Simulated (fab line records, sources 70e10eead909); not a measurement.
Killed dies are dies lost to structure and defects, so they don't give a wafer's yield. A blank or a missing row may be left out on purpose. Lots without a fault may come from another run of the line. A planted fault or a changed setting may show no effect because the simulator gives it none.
fab line records | flow nand_harc | part 1 of 2: steps 1 to 29 of 38
record lots=5 wafers=15 last_day=35
route steps=1302 shown A_M1@1192 A_BONDPAD@1202
lots that met no fault: from a run of the same line without faults
start_h: hours from the record's first day to the start of the lot's first wafer shown | wait_h: hours since the lot's step before | " the same as in the row above | L1.1+2: a row that stands for several wafers | - no value, or no start given | * or withheld: withheld | < > ~ a bound
route shown NAME@n: a module of which the file shows steps, and the number in the route of the first | usual: mean/standard deviation of fault-free wafers | same: alike in all rows | chamber/n: place in a boat | sites: the reading at each site | _std_site: their standard deviation | _edge_site: outer sites' mean less inner sites' | radius_mm: how far each site lies from the wafer's centre | mask NAME#n: copy n | behind: the tool/chamber that last shaped the wafer | hold: why the lot was held/for how many hours/how that ended | device: the transistor (n, p or np) that didn't switch | end of line: the same wafers' tests at the end of the route | a step without rows: its recipe alone | killed: dies lost to structure and defects at the first sort, not the wafer's yield | map: a wafer's dies, x killed, . not, _ none there
set.NAME: the setting as run; set.NAME@STEP: as run at that earlier step | model.NAME: the simulator's own value behind a step, which no gauge read
lots at some steps of the route; a table a step, a row a wafer
services: from which hour (start_h, from the record's first day; less than 0 if before it) a tool's chamber was out of use, for how many hours, and why
## steps
# step NHARC_A_M1_PVD_21
# recipe target_thk_a=300 chamber_pressure_pa=5 power_w=5000 substrate_temp_c=30 time_s=20.49 material=Cu
# usual substrate_temp_c=30.00/0.11 throttle_valve_pct=30.4/0.98
# columns lot.wafer tool chamber start_h wait_h substrate_temp_c throttle_valve_pct
L077.4 pvd_sputter-03 - - - 30.08 30.8
L077.6 " - " " 29.99 31.0
L077.5 " - " " 30.17 30.6
L079.3 pvd_sputter-02 - - - 29.89 28.2
L079.6 " - " " 29.86 30.6
L079.5 " - " " 29.93 29.7
L081.2 pvd_sputter-03 - - - 29.92 31.4
L081.6 " - " " 30.24 30.9
L081.5 " - " " 29.99 31.5
L082.4 pvd_sputter-02 - - - 29.98 30.8
L082.2 " - " " 29.96 28.6
L082.5 " - " " 29.96 29.4
L096.4 pvd_sputter-03 - - - 29.93 29.8
L096.5 " - " " 30.15 30.7
L096.6 " - " " 30.17 29.8
# step NHARC_A_M1_ECD_22
# recipe target_thk_a=4000 bath_temp_c=25 material=Cu
# columns lot.wafer tool chamber start_h wait_h
L077.4+6+5 ecd_cu-01 1,0,1 564.03 -
L079.3+6+5 ecd_cu-02 0,0,1 565.76 -
L081.2+6+5 ecd_cu-02 0,1,0 594.33 -
L082.2+4+5 ecd_cu-01 1,1,0 595.68 -
L096.4+6+5 ecd_cu-02 0,1,0 781.82 -
# step NHARC_A_M1_ANNEAL_31
# recipe temp_c=225 time_s=90
# usual wafer_temp_C_max=226.6/0.41
# columns lot.wafer tool chamber start_h wait_h wafer_temp_C_max
L077.4 rtp_anneal-01 0 564.42 0.3 227.1
L077.5 " 0 " " 226.8
L077.6 " 0 " " 226.2
L079.3 rtp_anneal-01 0 566.14 - 227.5
L079.5 " 0 " " 226.6
L079.6 " 0 " " 227.2
L081.2 rtp_anneal-02 0 594.71 0.3 226.4
L081.5 " 0 " " 226.3
L081.6 " 0 " " 226.6
L082.2 rtp_anneal-01 0 596.11 0.4 227.2
L082.4 " 0 " " 226.8
L082.5 " 0 " " 226.9
L096.4 rtp_anneal-01 0 782.23 0.4 227.2
L096.5 " 0 " " 227.0
L096.6 " 0 " " 226.9
# step NHARC_A_M1_CMP_23
# recipe t_overpolish_s=20 target_thk_nm=154.34
# usual motor_current_A=12.8/1.4 time_to_endpoint_s=28.4/2
# columns lot.wafer tool chamber start_h wait_h motor_current_A time_to_endpoint_s
L077.4 cmp-02 3 564.60 - 11.5 27.7
L077.5 " 3 " " 11.5 28.8
L077.6 " 0 " " 11.1 31.6
L079.3 cmp-01 3 566.47 - 14.2 28.7
L079.5 " 0 " " 15.1 27.5
L079.6 " 1 " " 12.1 25.4
L081.2 cmp-02 3 595.06 - 11.0 26.7
L081.6 " 1 " " 12.4 26.0
L081.5 " 2 " " 13.1 28.1
L082.2 cmp-01 0 596.43 - 14.7 25.7
L082.4 " 2 " " 12.6 27.2
L082.5 " 0 " " 15.3 27.1
L096.4 cmp-01 2 782.45 - 12.1 27.5
L096.6 " 1 " " 12.2 26.2
L096.5 " 2 " " 12.3 29.4
# step NHARC_A_M1_THK_MEAS_24
# recipe thk_meas_gauge=xrf
# usual thk_nm=154.4/1.3
# columns lot.wafer tool chamber start_h wait_h thk_nm
L077.4 film_metro-02 - 564.92 - 153.0
L077.5 " - " " 154.8
L077.6 " - " " 154.7
L079.3 film_metro-01 - 566.70 - 155.1
L079.5 " - " " 152.5
L079.6 " - " " 153.8
L081.2 film_metro-02 - 595.32 - 153.9
L081.5 " - " " 153.7
L081.6 " - " " 154.8
L082.2 film_metro-01 - 596.72 - 152.8
L082.4 " - " " 154.2
L082.5 " - " " 152.4
L096.4 film_metro-02 - 782.73 - 154.8
L096.5 " - " " 152.8
L096.6 " - " " 154.9
# step NHARC_A_M1_SRD_25
# columns lot.wafer tool chamber start_h wait_h
L077.6+5+4 wet_bench-08 1,3,4 564.96 0.0
L079.3+5+6 wet_bench-08 7,0,2 566.75 0.0
L081.5+2+6 wet_bench-08 3,5,6 595.37 0.0
L082.2+5+4 wet_bench-08 4,5,7 596.77 0.0
L096.5+6+4 wet_bench-08 1,2,6 782.77 0.0
# step NHARC_A_M1_INSPECT_27
# usual raw_defect_count=542/120
# columns lot.wafer tool chamber start_h wait_h raw_defect_count
L077.4 defect_inspect-02 - 565.08 0.0 366
L077.5 " - " " 437
L077.6 " - " " 609
L079.3 defect_inspect-02 - 566.86 0.0 759
L079.5 " - " " 618
L079.6 " - " " 498
L081.2 defect_inspect-02 - 595.47 0.0 574
L081.5 " - " " 515
L081.6 " - " " 573
L082.2 defect_inspect-01 - 596.88 0.0 567
L082.4 " - " " 793
L082.5 " - " " 744
L096.4 defect_inspect-02 - 782.89 0.0 450
L096.5 " - " " 966
L096.6 " - " " 607
# step NHARC_A_M1_PRE_CLEAN_32
# recipe time_s=12 temp_c=370 rf_power_w=300 gas=NH3
# usual heater_power_w=651/100
# columns lot.wafer tool chamber start_h wait_h heater_power_w
L077.4 pecvd-04 2 565.18 0.1 743
L077.6 " 0 " " 539
L077.5 " 1 " " 614
L079.3 pecvd-02 0 566.92 0.1 602
L079.6 " 1 " " 587
L079.5 " 2 " " 680
L081.2 pecvd-04 0 595.57 0.1 640
L081.5 " 1 " " 606
L081.6 " 0 " " 619
L082.2 pecvd-04 2 596.97 0.1 856
L082.4 " 0 " " 571
L082.5 " 1 " " 604
L096.4 pecvd-03 0 783.00 0.1 676
L096.5 " 0 " " 674
L096.6 " 1 " " 674
# step NHARC_A_M1_DEP_33
# recipe target_thk_a=300 temp_c=370 target_thk_nm=30 pressure_torr=3 flow_sccm=200 rf_w=450 material=SiCN
# usual chamber_pressure_Torr=3.000/0.0064 heater_power_w=610/110 showerhead_vpp_V=1306/42
# columns lot.wafer tool chamber start_h wait_h chamber_pressure_Torr heater_power_w showerhead_vpp_V
L077.4 pecvd-04 2 565.35 0.2 3.010 696 1227
L077.6 " 0 " " 3.009 487 1342
L077.5 " 1 " " 3.002 604 1314
L079.3 pecvd-02 0 567.00 0.1 3.007 545 1311
L079.6 " 1 " " 3.012 488 1265
L079.5 " 2 " " 2.998 600 1368
L081.2 pecvd-04 0 595.71 0.1 2.997 560 1327
L081.5 " 1 " " 2.993 551 1328
L081.6 " 0 " " 2.993 557 1342
L082.2 pecvd-04 2 597.11 0.1 3.002 823 1237
L082.4 " 0 " " 2.992 585 1349
L082.5 " 1 " " 3.008 551 1346
L096.4 pecvd-03 0 783.20 0.2 3.009 618 1326
L096.5 " 0 " " 3.011 607 1315
L096.6 " 1 " " 2.998 556 1288
# step NHARC_A_BONDPAD_DEP_00
# recipe target_thk_a=2500 temp_c=370 target_thk_nm=250 pressure_torr=3 flow_sccm=200 rf_w=450 material=SiCN
# usual chamber_pressure_Torr=3.001/0.006 heater_power_w=563/89 showerhead_vpp_V=1326/55
# columns lot.wafer tool chamber start_h wait_h chamber_pressure_Torr heater_power_w showerhead_vpp_V
L077.6 pecvd-01 0 565.91 - 3.007 568 1419
L077.4 " 1 " " 3.013 637 1249
L077.5 " 2 " " 2.999 488 1389
L079.3 pecvd-01 0 567.55 - 3.000 580 1407
L079.5 " 0 " " 3.004 589 1418
L079.6 " 1 " " 3.006 573 1287
L081.2 pecvd-01 1 596.27 - 2.993 627 1286
L081.5 " 2 " " 3.004 475 1371
L081.6 " 0 " " 3.003 511 1429
L082.2 pecvd-04 0 - - 2.998 593 1348
L082.4 " 2 " " 2.998 731 1248
L082.5 " 0 " " 3.009 471 1331
L096.6 pecvd-02 0 783.89 - 2.993 494 1300
L096.4 " 1 " " 2.999 469 1274
L096.5 " 2 " " 2.991 591 1342
# step NHARC_A_BONDPAD_CMP_29
# recipe target_thk_nm=200 material=SiCN
# usual motor_current_A=12.6/0.98
# columns lot.wafer tool chamber start_h wait_h motor_current_A
L077.4 cmp-02 0 566.21 - 11.0
L077.6 " 3 " " 12.1
L077.5 " 0 " " 11.5
L079.3 cmp-04 1 567.96 - 12.8
L079.6 " 1 " " 12.7
L079.5 " 2 " " 14.3
L081.2 cmp-03 2 596.66 - 14.6
L081.5 " 3 " " 12.8
L081.6 " 0 " " 12.1
L082.4 cmp-03 0 597.99 - 12.0
L082.2 " 1 " " 11.3
L082.5 " 1 " " 11.2
L096.4 cmp-04 3 784.16 - 12.4
L096.6 " 3 " " 13.5
L096.5 " 0 " " 13.7
# step NHARC_A_BONDPAD_THK_MEAS_30
# recipe thk_meas_gauge=ellipsometry
# usual thk_nm=199.9/1.5
# columns lot.wafer tool chamber start_h wait_h thk_nm
L077.4 film_metro-02 - 566.44 0.2 200.7
L077.5 " - " " 200.1
L077.6 " - " " 198.9
L079.3 film_metro-01 - 568.21 0.2 197.8
L079.5 " - " " 200.4
L079.6 " - " " 200.2
L081.2 film_metro-01 - 596.84 0.2 200.1
L081.5 " - " " 202.3
L081.6 " - " " 202.2
L082.2 film_metro-02 - 598.24 0.2 200.6
L082.4 " - " " 200.6
L082.5 " - " " 202.5
L096.4 film_metro-02 - 784.41 0.2 200.5
L096.5 " - " " 199.9
L096.6 " - " " 201.2
# step NHARC_A_BONDPAD_SRD_31
# columns lot.wafer tool chamber start_h wait_h
L077.5+4+6 wet_bench-10 2,3,7 566.48 0.0
L079.3+5+6 wet_bench-10 0,1,3 568.25 0.0
L081.2+6+5 wet_bench-10 2,3,5 596.88 0.0
L082.2+4+5 wet_bench-08 2,3,6 598.28 0.0
L096.4+5+6 wet_bench-10 1,3,5 784.45 0.0
# step NHARC_A_BONDPAD_DEHYDRATE_01
# recipe temp_c=150 time_s=120
# columns lot.wafer tool chamber start_h wait_h
L077.4+5+6 litho_track-07 0 566.56 0.1
L079.3+5+6 litho_track-02 0 568.33 0.1
L081.2+5+6 litho_track-07 0 596.96 0.1
L082.2+4+5 litho_track-03 0 598.37 0.1
L096.4+5+6 litho_track-07 0 784.56 0.1
# step NHARC_A_BONDPAD_HMDS_02
# recipe time_s=30
# columns lot.wafer tool chamber start_h wait_h
L077.4+5+6 litho_track-07 0 - -
L079.3+5+6 litho_track-02 0 - -
L081.2+5+6 litho_track-07 0 - -
L082.2+4+5 litho_track-03 0 - -
L096.4+5+6 litho_track-07 0 - -
# step NHARC_A_BONDPAD_COAT_33
# recipe temp_c=200 time_s=65
# columns lot.wafer tool chamber start_h wait_h
L077.4+5+6 litho_track-07 0 - -
L079.3+5+6 litho_track-02 0 - -
L081.2+5+6 litho_track-07 0 - -
L082.2+4+5 litho_track-03 0 - -
L096.4+5+6 litho_track-07 0 - -
# step NHARC_A_BONDPAD_COAT_03
# recipe spin_rpm=2000 resist_thk_nm=600
# columns lot.wafer tool chamber start_h wait_h
L077.4+5+6 litho_track-07 0 - -
L079.3+5+6 litho_track-02 0 - -
L081.2+5+6 litho_track-07 0 - -
L082.2+4+5 litho_track-03 0 - -
L096.4+5+6 litho_track-07 0 - -
# step NHARC_A_BONDPAD_SOFTBAKE_04
# recipe temp_c=125 time_s=70
# columns lot.wafer tool chamber start_h wait_h
L077.4+5+6 litho_track-07 0 - -
L079.3+5+6 litho_track-02 0 - -
L081.2+5+6 litho_track-07 0 - -
L082.2+4+5 litho_track-03 0 - -
L096.4+5+6 litho_track-07 0 - -
# step NHARC_A_BONDPAD_EBR_05
# columns lot.wafer tool chamber start_h wait_h
L077.4+5+6 litho_track-07 0 - -
L079.3+5+6 litho_track-02 0 - -
L081.2+5+6 litho_track-07 0 - -
L082.2+4+5 litho_track-03 0 - -
L096.4+5+6 litho_track-07 0 - -
# step NHARC_A_BONDPAD_EXPOSE_06
# recipe na=0.55 dose_mj=36.99 mask_id=A_BPAD
# columns lot.wafer tool chamber start_h wait_h mask
L077.4+5+6 krf_scanner-02 0 566.87 - A_BPAD#0
L079.3+5+6 krf_scanner-02 0 568.51 - A_BPAD#0
L081.2+5+6 krf_scanner-04 0 597.25 - A_BPAD#0
L082.2+4+5 krf_scanner-01 0 598.66 - A_BPAD#0
L096.4+5+6 krf_scanner-01 0 784.87 - A_BPAD#0
# step NHARC_A_BONDPAD_PEB_07
# recipe peb_temp_c=128 peb_time_s=80
# columns lot.wafer tool chamber start_h wait_h
L077.4+5+6 litho_track-03 0 566.92 0.0
L079.3+5+6 litho_track-02 0 568.56 0.1
L081.2+5+6 litho_track-07 0 597.31 0.1
L082.2+4+5 litho_track-03 0 598.72 0.1
L096.4+5+6 litho_track-03 0 784.92 0.0
# step NHARC_A_BONDPAD_DEVELOP_08
# recipe time_s=50 dev_temp_c=22
# columns lot.wafer tool chamber start_h wait_h
L077.4+5+6 litho_track-03 0 - -
L079.3+5+6 litho_track-02 0 - -
L081.2+5+6 litho_track-07 0 - -
L082.2+4+5 litho_track-03 0 - -
L096.4+5+6 litho_track-03 0 - -
# step NHARC_A_BONDPAD_CD_MEAS_09
# recipe target_cd_nm=500 landing_energy_ev=500
# usual cd_nm=500.9/1.6
# columns lot.wafer tool chamber start_h wait_h cd_nm
L077.4 cd_sem-03 0 567.01 - 500.7
L077.5 " 0 " " 501.5
L077.6 " 0 " " 502.7
L079.3 cd_sem-03 0 568.65 - 499.7
L079.5 " 0 " " 499.0
L079.6 " 0 " " 501.8
L081.2 cd_sem-02 0 597.40 - 501.6
L081.5 " 0 " " 500.7
L081.6 " 0 " " 499.2
L082.2 cd_sem-01 0 598.81 - 503.7
L082.4 " 0 " " 501.9
L082.5 " 0 " " 499.7
L096.4 cd_sem-01 0 785.01 - 501.3
L096.5 " 0 " " 501.1
L096.6 " 0 " " 501.2
# step NHARC_A_BONDPAD_OVL_MEAS_35
# usual overlay_x_nm=-1/5.5 overlay_y_nm=1/5.4
# columns lot.wafer tool chamber start_h wait_h overlay_x_nm overlay_y_nm
L077.4 overlay-02 - 567.09 - -8 2
L077.5 " - " " -7 2
L077.6 " - " " -8 2
L079.3 overlay-01 - 568.73 - 5 12
L079.5 " - " " 4 12
L079.6 " - " " 5 12
L081.2 overlay-02 - 597.49 - -3 4
L081.5 " - " " -3 4
L081.6 " - " " -3 4
L082.2 overlay-02 - 598.89 - -4 -6
L082.4 " - " " -3 -6
L082.5 " - " " -4 -5
L096.4 overlay-01 - 785.09 - -10 -9
L096.5 " - " " -10 -9
L096.6 " - " " -10 -9
# step NHARC_A_BONDPAD_HARDBAKE_10
# recipe temp_c=118 time_s=65
# columns lot.wafer tool chamber start_h wait_h
L077.4+5+6 litho_track-02 0 567.14 0.1
L079.3+5+6 litho_track-02 0 568.78 0.0
L081.2+5+6 litho_track-02 0 597.54 0.0
L082.2+4+5 litho_track-07 0 598.94 0.0
L096.4+5+6 litho_track-03 0 785.15 0.1
# step NHARC_A_BONDPAD_DESCUM_11
# recipe time_s=3 o2_flow_sccm=200 ar_flow_sccm=0 bias_power_w=0 chemistry=O2
# usual drypump_motor_current_A=5.9/0.54 oes_product_au=0.998/0.0069 rf_vpp_V=57.9/0.85 showerhead_plenum_p_Torr=1.92/0.073 throttle_valve_pct=11.310/0.0086
# columns lot.wafer tool chamber start_h wait_h drypump_motor_current_A oes_product_au rf_hours_counter_h rf_vpp_V showerhead_plenum_p_Torr throttle_valve_pct
L077.4 rie_diel-07 2 567.21 - 5.1 0.993 2 57.5 1.92 11.306
L077.5 " 2 " " 5.0 0.992 - 57.6 1.92 11.308
L077.6 " 3 " " 6.5 0.998 - 57.5 1.89 11.302
L079.3 rie_diel-08 1 568.86 - 6.1 0.996 1 58.8 1.84 11.308
L079.5 " 0 " " 6.0 0.984 - 59.7 1.97 11.306
L079.6 " 1 " " 6.1 0.999 - 57.8 1.84 11.324
L081.2 rie_diel-07 2 597.61 - 5.0 0.999 3 58.2 1.92 11.310
L081.5 " 2 " " 5.1 1.004 - 58.7 1.92 11.316
L081.6 " 3 " " 6.5 1.001 - 57.2 1.89 11.312
L082.2 rie_diel-07 2 599.02 - 5.1 1.000 3 56.7 1.92 11.308
L082.4 " 3 " " 6.5 1.002 3 57.9 1.89 11.311
L082.5 " 2 " " 5.1 0.993 - 57.6 1.92 11.311
L096.4 rie_diel-07 0 785.23 - 6.2 1.002 3 57.1 1.82 11.320
L096.6 " 2 " " 5.1 0.991 - 58.4 1.92 11.304
L096.5 " 3 " " 6.5 0.993 - 57.3 1.89 11.328
# step NHARC_A_BONDPAD_ETCH_34
# recipe target_depth_a=600 overetch_a=180 time_s=65.91 ion_energy_ev=200 n2_flow_sccm=150 h2_flow_sccm=150 ar_flow_sccm=0 rf_w=400 bias_w=150 chemistry=N2/H2
# usual drypump_motor_current_A=5.9/0.51 h2_flow_sccm=150.0/0.43 oes_product_au=0.998/0.0065 rf_vpp_V=430.7/2.4 showerhead_plenum_p_Torr=2.05/0.083 throttle_valve_pct=14.171/0.0089
# columns lot.wafer tool chamber start_h wait_h drypump_motor_current_A h2_flow_sccm oes_product_au rf_hours_counter_h rf_vpp_V showerhead_plenum_p_Torr throttle_valve_pct
L077.4 rie_diel-07 2 567.30 0.1 5.1 149.5 0.994 2 429.8 2.05 14.187
L077.6 " 1 " " 5.7 150.2 0.999 - 433.2 2.15 14.175
L077.5 " 2 " " 5.1 149.7 0.993 - 431.5 2.05 14.170
L079.3 rie_diel-08 1 568.95 0.1 6.1 150.0 1.016 1 428.2 1.96 14.168
L079.5 " 0 " " 6.0 149.6 0.995 - 430.7 2.10 14.167
L079.6 " 1 " " 6.1 150.3 1.006 - 429.2 1.95 14.176
L081.2 rie_diel-07 0 597.71 0.1 6.1 149.7 1.002 3 428.3 1.94 14.168
L081.5 " 1 " " 5.8 150.7 1.001 - 431.4 2.15 14.176
L081.6 " 2 " " 5.1 149.9 0.990 - 430.8 2.05 14.168
L082.4 rie_diel-07 3 599.11 0.1 6.5 149.8 1.002 3 430.7 2.01 14.173
L082.2 " 1 " " 5.8 150.0 1.006 3 433.3 2.15 14.163
L082.5 " 2 " " 5.0 151.1 0.989 - 430.4 2.05 14.173
L096.4 rie_diel-07 2 785.31 0.1 5.1 150.0 1.000 3 429.2 2.05 14.177
L096.5 " 1 " " 5.8 150.6 0.988 - 434.6 2.15 14.168
L096.6 " 2 " " 5.0 149.9 0.998 - 430.3 2.05 14.183
# step NHARC_A_BONDPAD_ETCH_12
# recipe target_depth_a=2200 time_s=110 chf3_flow_sccm=50 o2_flow_sccm=10 ar_flow_sccm=200 rf_w=500 bias_w=200 chemistry=CHF3/O2
# usual drypump_motor_current_A=5.9/0.5 oes_product_au=0.944/0.022 rf_vpp_V=370.6/2.1 showerhead_plenum_p_Torr=2.41/0.092 throttle_valve_pct=20.573/0.0097
# columns lot.wafer tool chamber start_h wait_h drypump_motor_current_A oes_product_au rf_hours_counter_h rf_vpp_V showerhead_plenum_p_Torr throttle_valve_pct
L077.4 rie_diel-07 0 - - 6.1 0.927 2 368.3 2.30 20.566
L077.5 " 3 " " 6.5 0.927 - 369.5 2.37 20.579
L077.6 " 0 " " 6.1 0.933 - 368.1 2.30 20.569
L079.3 rie_diel-08 0 - - 6.0 0.954 2 372.2 2.47 20.571
L079.5 " 0 " " 6.0 0.950 - 371.3 2.47 20.564
L079.6 " 1 " " 6.1 0.955 - 367.7 2.31 20.578
L081.2 rie_diel-07 2 - - 5.0 0.960 3 372.3 2.41 20.588
L081.5 " 2 " " 5.0 0.955 - 371.4 2.41 20.562
L081.6 " 3 " " 6.5 0.957 - 369.2 2.37 20.575
L082.4 rie_diel-07 0 - - 6.2 0.989 3 368.5 2.30 20.582
L082.2 " 1 " " 5.7 0.986 3 373.2 2.53 20.582
L082.5 " 3 " " 6.5 0.968 - 367.9 2.37 20.561
L096.4 rie_diel-07 1 - - 5.7 0.973 4 373.4 2.52 20.572
L096.6 " 0 " " 6.1 0.976 - 368.5 2.29 20.588
L096.5 " 1 " " 5.7 0.967 - 371.8 2.52 20.561
# step NHARC_A_BONDPAD_CD_MEAS_13
# usual cd_nm=500.3/1.8
# columns lot.wafer tool chamber start_h wait_h cd_nm
L077.4 cd_sem-03 - 567.54 - 500.8
L077.5 " - " " 500.6
L077.6 " - " " 501.5
L079.3 cd_sem-02 - 569.18 - 499.7
L079.5 " - " " 499.1
L079.6 " - " " 501.5
L081.2 cd_sem-02 - 597.94 - 500.9
L081.5 " - " " 500.1
L081.6 " - " " 498.0
L082.2 cd_sem-02 - 599.33 - 503.1
L082.4 " - " " 500.8
L082.5 " - " " 499.5
L096.4 cd_sem-03 - 785.54 - 501.5
L096.5 " - " " 499.9
L096.6 " - " " 500.7
